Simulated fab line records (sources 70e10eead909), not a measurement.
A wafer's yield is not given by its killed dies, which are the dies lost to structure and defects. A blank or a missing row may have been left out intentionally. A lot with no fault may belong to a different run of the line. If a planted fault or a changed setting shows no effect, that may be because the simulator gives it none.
fab line records | flow nand-harc
record lots=6 | wafers=18 | last-day=32
route steps=1302 shown A_CHANNEL_HOLE_D1@467
lots that met no fault: taken from a fault-free run of the same line
start-h: start of the lot's first displayed wafer, in hours after the record's first day | wait-h: hours elapsed since this lot's preceding step | " as in the row above | L1.1+2: several wafers, shown together as one row | - either no value or no given start | * or withheld: withheld | < > ~ a bound
route shown NAME@n: NAME is a module with steps in the file, n the number in the route of the first one | usual: mean and standard deviation over wafers with no fault | same: alike in all rows | chamber/n: place in a boat | sites: per-site readings | _std_site: standard deviation of those values | _edge_site: inner sites' mean taken away from outer sites' mean | radius-mm: for every site, how far away it sits from the centre of the wafer | mask NAME#n: copy n | behind: the most recent tool/chamber to have shaped the wafer | hold: reason for holding the lot/hours on hold/outcome of the hold | device: the transistor (n, p or np) that didn't switch | end of line: the tests these same wafers got at the end of their route | step lacking rows: just its recipe | killed: at the first sort, the dies lost to defects and structure; wafer yield is something else | map: the dies of a wafer, with x for killed, . for not killed, _ for no die there
set.NAME: the run value of the setting; set.NAME@STEP: its run value at that earlier step | model.NAME: the simulator's own value behind a step, which no gauge read
lots at selected steps of the route; one table per step, one row per wafer
services: from which hour (start-h, from the record's first day; less than 0 if before it) a tool's chamber was out of use, for how many hours, and why
## steps
# step NHARC_A_CHANNEL_HOLE_D1_ETCH_39
# recipe target-depth-a=2600 | over-etch-frac=0.3 | time-s=325 | ion-energy-ev=200 | n2-flow-sccm=150 | h2-flow-sccm=150 | ar-flow-sccm=0 | rf-w=400 | bias-w=150 | chemistry=N2/H2
# step NHARC_A_CHANNEL_HOLE_D1_ETCH_34
# recipe target-depth-a=1540 | time-s=77 | cf4-flow-sccm=100 | chf3-flow-sccm=30 | ar-flow-sccm=0 | rf-w=500 | bias-w=200 | chemistry=CF4/CHF3
# step NHARC_A_CHANNEL_HOLE_D1_ETCH_16
# recipe target-depth-a=31000 | over-etch-frac=0.3 | time-s=806 | ion-energy-ev=150 | o2-flow-sccm=400 | cos-flow-sccm=20 | ar-flow-sccm=0 | rf-w=500 | bias-w=300 | chemistry=O2/COS
# step NHARC_A_CHANNEL_HOLE_D1_CD_MEAS_18
# usual cd-nm=99/3
lot.wafer | tool      | chamber | start-h | wait-h | cd-nm
L915.1    | cd-sem-02 | -       | 177.08  | -      | 100
L915.4    | "         | -       | "       | "      | 97
L915.6    | "         | -       | "       | "      | 96
L924.2    | cd-sem-01 | -       | 274.11  | -      | 92
L924.5    | "         | -       | "       | "      | 94
L924.6    | "         | -       | "       | "      | 99
L925.1    | cd-sem-03 | -       | 279.72  | -      | 99
L925.3    | "         | -       | "       | "      | 95
L925.5    | "         | -       | "       | "      | 100
L933.2    | cd-sem-01 | -       | 358.59  | -      | 95
L933.3    | "         | -       | "       | "      | 102
L933.5    | "         | -       | "       | "      | 101
L934.3    | cd-sem-01 | -       | 366.97  | -      | 98
L934.4    | "         | -       | "       | "      | 97
L934.5    | "         | -       | "       | "      | 98
L936.1    | cd-sem-03 | -       | 390.31  | -      | 100
L936.2    | "         | -       | "       | "      | 96
L936.4    | "         | -       | "       | "      | 100
# step NHARC_A_CHANNEL_HOLE_D1_ETCH_19
# recipe bias-v=1200 | source-w=2500 | pressure-mtorr=15 | time-s=34.5 | ar-flow-sccm=375 | c4f8-flow-sccm=28.8 | o2-flow-sccm=96.2 | temp-c=-20 | target-depth-a=* | chemistry=C4F8/O2/Ar
# usual bias-v=1198/12 | c4f8-flow-sccm=28.80/0.079 | drypump-motor-current-A=5.8/0.74 | showerhead-plenum-p-Torr=3.73/0.067 | throttle-valve-pct=37.038/0.0098
lot.wafer | tool        | chamber | start-h | wait-h | bias-v | c4f8-flow-sccm | drypump-motor-current-A | rf-hours-counter-h | showerhead-plenum-p-Torr | throttle-valve-pct
L915.1    | har-etch-01 | 0       | 180.44  | 3.4    | 1188   | 28.84          | 6.8                     | 85                 | 3.78                     | 37.037
L915.4    | "           | 1       | "       | "      | 1203   | 28.78          | 5.3                     | -                  | 3.78                     | 37.039
L915.6    | "           | 1       | "       | "      | 1196   | 28.72          | 5.4                     | -                  | 3.78                     | 37.037
L924.2    | har-etch-02 | 1       | 274.18  | 0.1    | 1204   | 28.69          | 6.2                     | 347                | 3.64                     | 37.052
L924.5    | "           | 1       | "       | "      | 1217   | 28.74          | 6.2                     | -                  | 3.64                     | 37.027
L924.6    | "           | 0       | "       | "      | 1200   | 28.85          | 4.9                     | -                  | 3.78                     | 37.041
L925.1    | har-etch-02 | 0       | 284.51  | 4.8    | 1183   | 28.80          | 4.9                     | 355                | 3.78                     | 37.045
L925.3    | "           | 0       | "       | "      | 1194   | 28.84          | 4.9                     | -                  | 3.78                     | 37.044
L925.5    | "           | 0       | "       | "      | 1199   | 28.89          | 4.9                     | -                  | 3.78                     | 37.030
L933.2    | har-etch-01 | 0       | 358.66  | 0.1    | 1183   | 28.72          | 6.8                     | 188                | 3.72                     | 37.044
L933.3    | "           | 1       | "       | "      | 1205   | 28.74          | 5.3                     | -                  | 3.72                     | 37.031
L933.5    | "           | 1       | "       | "      | 1188   | 28.68          | 5.3                     | -                  | 3.72                     | 37.025
L934.3    | har-etch-02 | 0       | 367.08  | 0.1    | 1183   | 28.84          | 4.9                     | -                  | 3.75                     | 37.026
L934.4    | "           | 1       | "       | "      | 1198   | 28.80          | 6.2                     | -                  | 3.61                     | 37.038
L934.5    | "           | 0       | "       | "      | 1192   | 28.78          | 4.9                     | -                  | 3.75                     | 37.030
L936.2    | har-etch-01 | 0       | 394.86  | 4.5    | 1202   | 28.85          | 6.8                     | 211                | 3.71                     | 37.054
L936.1    | "           | 1       | "       | "      | 1202   | 28.83          | 5.3                     | 211                | 3.71                     | 37.034
L936.4    | "           | 1       | "       | "      | 1191   | 28.81          | 5.4                     | -                  | 3.71                     | 37.021
# step NHARC_A_CHANNEL_HOLE_D1_ETCH_20
# recipe bias-v=3000 | source-w=withheld | pressure-mtorr=20 | time-s=361.9 | ar-flow-sccm=375 | c4f8-flow-sccm=89.3 | o2-flow-sccm=35.7 | temp-c=-20 | target-depth-a=16000 | chemistry=C4F8/O2/Ar
# usual c4f8-flow-sccm=89.32/0.25 | chamber-pressure-mTorr=20.002/0.019 | drypump-motor-current-A=5.8/0.74 | showerhead-plenum-p-Torr=3.69/0.064 | throttle-valve-pct=32.154/0.0095
lot.wafer | tool        | chamber | start-h | wait-h | c4f8-flow-sccm | chamber-pressure-mTorr | drypump-motor-current-A | rf-hours-counter-h | showerhead-plenum-p-Torr | throttle-valve-pct
L915.1    | har-etch-01 | 0       | 180.55  | 0.1    | 89.05          | 20.004                 | 6.8                     | 85                 | 3.74                     | 32.168
L915.4    | "           | 1       | "       | "      | 89.66          | 19.991                 | 5.4                     | -                  | 3.74                     | 32.163
L915.6    | "           | 1       | "       | "      | 89.65          | 20.027                 | 5.3                     | -                  | 3.74                     | 32.155
L924.2    | har-etch-02 | 1       | 274.29  | 0.1    | 89.60          | 19.995                 | 6.1                     | 347                | 3.60                     | 32.151
L924.5    | "           | 1       | "       | "      | 89.35          | 19.988                 | 6.1                     | -                  | 3.60                     | 32.149
L924.6    | "           | 0       | "       | "      | 89.40          | 19.989                 | 4.9                     | -                  | 3.74                     | 32.167
L925.1    | har-etch-02 | 0       | 284.65  | 0.1    | 89.00          | 19.994                 | 4.9                     | 355                | 3.73                     | 32.150
L925.3    | "           | 0       | "       | "      | 89.33          | 20.043                 | 4.8                     | -                  | 3.73                     | 32.143
L925.5    | "           | 0       | "       | "      | 89.35          | 19.987                 | 4.9                     | -                  | 3.73                     | 32.156
L933.2    | har-etch-01 | 0       | 358.77  | 0.1    | 89.52          | 20.016                 | 6.8                     | 188                | 3.68                     | 32.153
L933.3    | "           | 1       | "       | "      | 89.21          | 20.033                 | 5.3                     | -                  | 3.68                     | 32.149
L933.5    | "           | 1       | "       | "      | 89.22          | 20.002                 | 5.3                     | -                  | 3.68                     | 32.155
L934.3    | har-etch-02 | 0       | 367.26  | 0.2    | 89.35          | 19.999                 | 4.9                     | -                  | 3.71                     | 32.160
L934.4    | "           | 1       | "       | "      | 89.17          | 20.028                 | 6.2                     | -                  | 3.57                     | 32.148
L934.5    | "           | 0       | "       | "      | 89.24          | 19.992                 | 4.8                     | -                  | 3.71                     | 32.152
L936.2    | har-etch-01 | 0       | 394.97  | 0.1    | 88.91          | 19.963                 | 6.8                     | 211                | 3.67                     | 32.146
L936.1    | "           | 1       | "       | "      | 89.01          | 20.005                 | 5.3                     | 211                | 3.67                     | 32.139
L936.4    | "           | 1       | "       | "      | 89.30          | 19.999                 | 5.4                     | -                  | 3.67                     | 32.149
# step NHARC_A_CHANNEL_HOLE_D1_ETCH_21
# recipe bias-v=3000 | source-w=withheld | pressure-mtorr=20 | time-s=514.3 | ar-flow-sccm=375 | c4f8-flow-sccm=89.3 | o2-flow-sccm=35.7 | temp-c=-20 | target-depth-a=16000 | chemistry=C4F8/O2/Ar
# step NHARC_A_CHANNEL_HOLE_D1_ETCH_22
# recipe bias-v=3000 | source-w=withheld | pressure-mtorr=20 | time-s=666.7 | ar-flow-sccm=375 | c4f8-flow-sccm=89.3 | o2-flow-sccm=35.7 | temp-c=-20 | target-depth-a=16000 | chemistry=C4F8/O2/Ar
# usual c4f8-flow-sccm=89.28/0.29 | chamber-pressure-mTorr=20.000/0.017 | drypump-motor-current-A=5.8/0.73 | showerhead-plenum-p-Torr=3.69/0.064 | throttle-valve-pct=32.156/0.0091
lot.wafer | tool        | chamber | start-h | wait-h | c4f8-flow-sccm | chamber-pressure-mTorr | drypump-motor-current-A | rf-hours-counter-h | showerhead-plenum-p-Torr | throttle-valve-pct
L915.1    | har-etch-01 | 0       | 181.30  | 0.4    | 89.15          | 19.985                 | 6.7                     | 85                 | 3.74                     | 32.174
L915.4    | "           | 1       | "       | "      | 89.39          | 20.003                 | 5.4                     | -                  | 3.74                     | 32.164
L915.6    | "           | 1       | "       | "      | 88.42          | 20.016                 | 5.3                     | -                  | 3.74                     | 32.138
L924.2    | har-etch-02 | 1       | 275.06  | 0.4    | 89.19          | 20.021                 | 6.2                     | 348                | 3.60                     | 32.145
L924.5    | "           | 1       | "       | "      | 89.36          | 20.006                 | 6.2                     | -                  | 3.60                     | 32.163
L924.6    | "           | 0       | "       | "      | 89.16          | 19.989                 | 4.9                     | -                  | 3.74                     | 32.154
L925.1    | har-etch-02 | 0       | 285.44  | 0.4    | 89.21          | 19.996                 | 4.9                     | 356                | 3.73                     | 32.155
L925.3    | "           | 0       | "       | "      | 89.24          | 19.997                 | 4.9                     | -                  | 3.73                     | 32.149
L925.5    | "           | 0       | "       | "      | 89.49          | 19.983                 | 4.9                     | -                  | 3.73                     | 32.156
L933.2    | har-etch-01 | 0       | 359.53  | 0.4    | 89.10          | 20.012                 | 6.8                     | 189                | 3.68                     | 32.164
L933.3    | "           | 1       | "       | "      | 89.03          | 19.985                 | 5.4                     | -                  | 3.68                     | 32.159
L933.5    | "           | 1       | "       | "      | 88.90          | 20.022                 | 5.4                     | -                  | 3.68                     | 32.140
L934.3    | har-etch-02 | 0       | 368.10  | 0.4    | 89.33          | 19.996                 | 4.9                     | -                  | 3.71                     | 32.165
L934.4    | "           | 1       | "       | "      | 89.40          | 19.955                 | 6.2                     | -                  | 3.57                     | 32.140
L934.5    | "           | 0       | "       | "      | 89.19          | 20.031                 | 4.9                     | -                  | 3.71                     | 32.160
L936.2    | har-etch-01 | 0       | 395.72  | 0.4    | 89.18          | 20.022                 | 6.8                     | 211                | 3.67                     | 32.152
L936.1    | "           | 1       | "       | "      | 89.37          | 20.004                 | 5.4                     | 211                | 3.67                     | 32.154
L936.4    | "           | 1       | "       | "      | 88.69          | 19.998                 | 5.4                     | -                  | 3.67                     | 32.151
# step NHARC_A_CHANNEL_HOLE_D1_ETCH_23
# recipe bias-v=5000 | source-w=withheld | pressure-mtorr=20 | time-s=819 | ar-flow-sccm=375 | c4f8-flow-sccm=89.3 | o2-flow-sccm=35.7 | temp-c=-20 | target-depth-a=16000 | chemistry=C4F8/O2/Ar
# usual c4f8-flow-sccm=89.29/0.27 | chamber-pressure-mTorr=20.004/0.02 | drypump-motor-current-A=5.8/0.73 | showerhead-plenum-p-Torr=3.69/0.064 | throttle-valve-pct=32.155/0.009
lot.wafer | tool        | chamber | start-h | wait-h | c4f8-flow-sccm | chamber-pressure-mTorr | drypump-motor-current-A | rf-hours-counter-h | showerhead-plenum-p-Torr | throttle-valve-pct
L915.1    | har-etch-01 | 0       | 181.87  | 0.5    | 89.75          | 19.993                 | 6.8                     | 86                 | 3.74                     | 32.148
L915.4    | "           | 1       | "       | "      | 89.51          | 19.986                 | 5.4                     | -                  | 3.74                     | 32.159
L915.6    | "           | 1       | "       | "      | 89.60          | 19.960                 | 5.4                     | -                  | 3.74                     | 32.162
L924.2    | har-etch-02 | 1       | 275.63  | 0.5    | 89.20          | 19.990                 | 6.2                     | 349                | 3.60                     | 32.149
L924.5    | "           | 1       | "       | "      | 89.38          | 20.004                 | 6.2                     | -                  | 3.60                     | 32.159
L924.6    | "           | 0       | "       | "      | 89.14          | 20.022                 | 4.9                     | -                  | 3.74                     | 32.144
L925.1    | har-etch-02 | 0       | 286.03  | 0.5    | 89.20          | 19.999                 | 4.9                     | 356                | 3.73                     | 32.161
L925.3    | "           | 0       | "       | "      | 88.98          | 20.032                 | 4.9                     | -                  | 3.73                     | 32.157
L925.5    | "           | 0       | "       | "      | 89.35          | 20.006                 | 4.9                     | -                  | 3.73                     | 32.146
L933.2    | har-etch-01 | 0       | 360.11  | 0.5    | 89.02          | 19.991                 | 6.8                     | 189                | 3.68                     | 32.174
L933.3    | "           | 1       | "       | "      | 89.36          | 20.025                 | 5.4                     | -                  | 3.68                     | 32.158
L933.5    | "           | 1       | "       | "      | 89.55          | 20.021                 | 5.3                     | -                  | 3.68                     | 32.151
L934.3    | har-etch-02 | 0       | 368.71  | 0.5    | 89.41          | 19.982                 | 4.9                     | -                  | 3.71                     | 32.150
L934.4    | "           | 1       | "       | "      | 89.44          | 19.995                 | 6.2                     | -                  | 3.57                     | 32.143
L934.5    | "           | 0       | "       | "      | 89.36          | 20.070                 | 4.9                     | -                  | 3.71                     | 32.156
L936.2    | har-etch-01 | 0       | 396.29  | 0.5    | 88.76          | 19.971                 | 6.8                     | 212                | 3.67                     | 32.167
L936.1    | "           | 1       | "       | "      | 89.41          | 19.992                 | 5.4                     | 212                | 3.67                     | 32.156
L936.4    | "           | 1       | "       | "      | 89.26          | 19.999                 | 5.4                     | -                  | 3.67                     | 32.157
# step NHARC_A_CHANNEL_HOLE_D1_ETCH_24
# recipe bias-v=5000 | source-w=withheld | pressure-mtorr=20 | time-s=906.2 | ar-flow-sccm=375 | c4f8-flow-sccm=93.8 | o2-flow-sccm=31.2 | temp-c=-20 | target-depth-a=15000 | chemistry=C4F8/O2/Ar
# step NHARC_A_CHANNEL_HOLE_D1_ETCH_25
# recipe bias-v=5000 | source-w=withheld | pressure-mtorr=20 | time-s=1040.2 | ar-flow-sccm=375 | c4f8-flow-sccm=93.8 | o2-flow-sccm=31.2 | temp-c=-20 | target-depth-a=15000 | chemistry=C4F8/O2/Ar
# step NHARC_A_CHANNEL_HOLE_D1_ETCH_26
# recipe bias-v=300 | source-w=2000 | pressure-mtorr=30 | time-s=224.1 | ar-flow-sccm=375 | c4f8-flow-sccm=11.4 | o2-flow-sccm=113.6 | temp-c=-20 | target-depth-a=3000 | chemistry=C4F8/O2/Ar
# usual bias-v=299.4/2.8 | c4f8-flow-sccm=11.40/0.03 | drypump-motor-current-A=5.8/0.73 | showerhead-plenum-p-Torr=3.73/0.068 | throttle-valve-pct=24.583/0.0091
lot.wafer | tool        | chamber | start-h | wait-h | bias-v | c4f8-flow-sccm | drypump-motor-current-A | rf-hours-counter-h | showerhead-plenum-p-Torr | throttle-valve-pct
L915.1    | har-etch-01 | 0       | 184.21  | 0.7    | 298.5  | 11.37          | 6.8                     | 88                 | 3.78                     | 24.566
L915.4    | "           | 1       | "       | "      | 299.6  | 11.39          | 5.3                     | -                  | 3.78                     | 24.602
L915.6    | "           | 1       | "       | "      | 297.9  | 11.41          | 5.4                     | -                  | 3.78                     | 24.590
L924.2    | har-etch-02 | 1       | 279.94  | 2.7    | 296.2  | 11.42          | 6.2                     | 351                | 3.64                     | 24.584
L924.5    | "           | 1       | "       | "      | 300.9  | 11.38          | 6.2                     | -                  | 3.64                     | 24.609
L924.6    | "           | 0       | "       | "      | 298.4  | 11.42          | 4.8                     | -                  | 3.78                     | 24.589
L925.1    | har-etch-02 | 0       | 288.30  | 0.6    | 304.5  | 11.39          | 4.9                     | 359                | 3.78                     | 24.580
L925.3    | "           | 0       | "       | "      | 299.0  | 11.43          | 4.9                     | -                  | 3.78                     | 24.590
L925.5    | "           | 0       | "       | "      | 302.0  | 11.36          | 4.9                     | -                  | 3.78                     | 24.588
L933.2    | har-etch-01 | 0       | 362.47  | 0.7    | 301.1  | 11.35          | 6.8                     | 191                | 3.72                     | 24.561
L933.3    | "           | 1       | "       | "      | 303.8  | 11.40          | 5.4                     | -                  | 3.72                     | 24.589
L933.5    | "           | 1       | "       | "      | 300.2  | 11.35          | 5.4                     | -                  | 3.72                     | 24.575
L934.3    | har-etch-02 | 0       | 370.88  | 0.5    | 299.1  | 11.39          | 4.9                     | -                  | 3.75                     | 24.577
L934.4    | "           | 1       | "       | "      | 296.1  | 11.43          | 6.2                     | -                  | 3.61                     | 24.588
L934.5    | "           | 0       | "       | "      | 298.2  | 11.41          | 4.9                     | -                  | 3.75                     | 24.580
L936.2    | har-etch-01 | 0       | 398.63  | 0.7    | 296.8  | 11.40          | 6.8                     | 214                | 3.71                     | 24.579
L936.1    | "           | 1       | "       | "      | 301.6  | 11.40          | 5.4                     | 214                | 3.71                     | 24.588
L936.4    | "           | 1       | "       | "      | 296.2  | 11.35          | 5.3                     | -                  | 3.71                     | 24.581
# step NHARC_A_CHANNEL_HOLE_D1_ETCH_33
# recipe bias-v=400 | source-w=2000 | pressure-mtorr=25 | time-s=90 | ar-flow-sccm=375 | c4f8-flow-sccm=41.7 | o2-flow-sccm=83.3 | temp-c=-20 | target-depth-a=4000 | chemistry=C4F8/O2/Ar
# usual bias-v=399/4.2 | c4f8-flow-sccm=41.70/0.11 | drypump-motor-current-A=5.8/0.73 | showerhead-plenum-p-Torr=3.73/0.066 | throttle-valve-pct=27.619/0.0096
lot.wafer | tool        | chamber | start-h | wait-h | bias-v | c4f8-flow-sccm | drypump-motor-current-A | rf-hours-counter-h | showerhead-plenum-p-Torr | throttle-valve-pct
L915.1    | har-etch-01 | 0       | 184.41  | 0.2    | 396    | 41.72          | 6.8                     | 88                 | 3.78                     | 27.616
L915.4    | "           | 1       | "       | "      | 401    | 41.63          | 5.4                     | -                  | 3.78                     | 27.604
L915.6    | "           | 1       | "       | "      | 399    | 41.57          | 5.4                     | -                  | 3.78                     | 27.629
L924.2    | har-etch-02 | 1       | 280.14  | 0.2    | -      | -              | -                       | -                  | -                        | -
L924.5    | "           | 1       | "       | "      | -      | -              | -                       | -                  | -                        | -
L924.6    | "           | 0       | "       | "      | -      | -              | -                       | -                  | -                        | -
L925.1    | har-etch-02 | 0       | 288.50  | 0.2    | -      | -              | -                       | -                  | -                        | -
L925.3    | "           | 0       | "       | "      | -      | -              | -                       | -                  | -                        | -
L925.5    | "           | 0       | "       | "      | -      | -              | -                       | -                  | -                        | -
L933.2    | har-etch-01 | 0       | 362.67  | 0.2    | 401    | 41.86          | 6.8                     | 192                | 3.72                     | 27.602
L933.3    | "           | 1       | "       | "      | 400    | 41.69          | 5.4                     | -                  | 3.72                     | 27.612
L933.5    | "           | 1       | "       | "      | 412    | 41.71          | 5.4                     | -                  | 3.72                     | 27.618
L934.3    | har-etch-02 | 0       | 371.07  | 0.2    | 398    | 41.58          | 4.9                     | -                  | 3.75                     | 27.621
L934.4    | "           | 1       | "       | "      | 399    | 41.71          | 6.2                     | -                  | 3.60                     | 27.603
L934.5    | "           | 0       | "       | "      | 401    | 41.48          | 4.9                     | -                  | 3.75                     | 27.629
L936.2    | har-etch-01 | 0       | 398.83  | 0.2    | 395    | 41.41          | 6.8                     | 214                | 3.70                     | 27.599
L936.1    | "           | 1       | "       | "      | 398    | 41.82          | 5.3                     | 214                | 3.70                     | 27.607
L936.4    | "           | 1       | "       | "      | 401    | 41.45          | 5.3                     | -                  | 3.70                     | 27.620
# step NHARC_A_CHANNEL_HOLE_D1_STRIP_41
# recipe n2-flow-sccm=150 | h2-flow-sccm=150 | ar-flow-sccm=0 | bias-w=0 | chemistry=N2/H2
## services
tool        | chamber | start-h | hours | kind
har-etch-01 | -       | 332.40  | 5.6   | repair
har-etch-02 | -       | 379.05  | 17.0  | pm
har-etch-02 | 0       | 379.05  | 17.0  | vent-cycle
har-etch-02 | 1       | 379.05  | 17.0  | vent-cycle
har-etch-02 | 0       | 396.05  | -     | clean
har-etch-02 | 0       | 396.05  | -     | consumable-replace:focus-ring
har-etch-02 | 1       | 396.05  | -     | clean
har-etch-02 | 1       | 396.05  | -     | consumable-replace:esc
har-etch-02 | 1       | 396.05  | -     | consumable-replace:focus-ring
har-etch-02 | 1       | 396.05  | -     | consumable-replace:showerhead
## key
first-sign step=NHARC_A_CHANNEL_HOLE_D1_ETCH_33 | reading=tool-record | direction=missing
effect none on later readings
met-at NHARC_A_CHANNEL_HOLE_D1_ETCH_33
struck-wafers L924.2,L924.5,L924.6,L925.1,L925.3,L925.5
later-rows-left-out L924.2,L924.5,L924.6,L925.1,L925.3,L925.5
sort-left-out L924.2,L924.5,L924.6,L925.1,L925.3,L925.5
tester-left-out L924,L925
fault kind=skipped-step-whole | tool=har-etch-02 | chamber=- | onset-h=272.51 | steps=NHARC_A_CHANNEL_HOLE_D1_ETCH_33 | scope=struck-lots-only
# tester-left-out: of these lots the tester's yield and bins aren't shown, on N5 and GAA mostly nor the transistor test; their killed dies are dies lost to structure and defects alone, not to doping, threshold or leakage, so they don't give the yield
# sort-left-out: the simulated sort isn't trusted on such a fault, so these wafers' sort isn't shown, and their yield isn't known
# later-rows-left-out: the simulator's readings of these wafers behind a module that went badly wrong aren't trusted and aren't shown, but for the sort
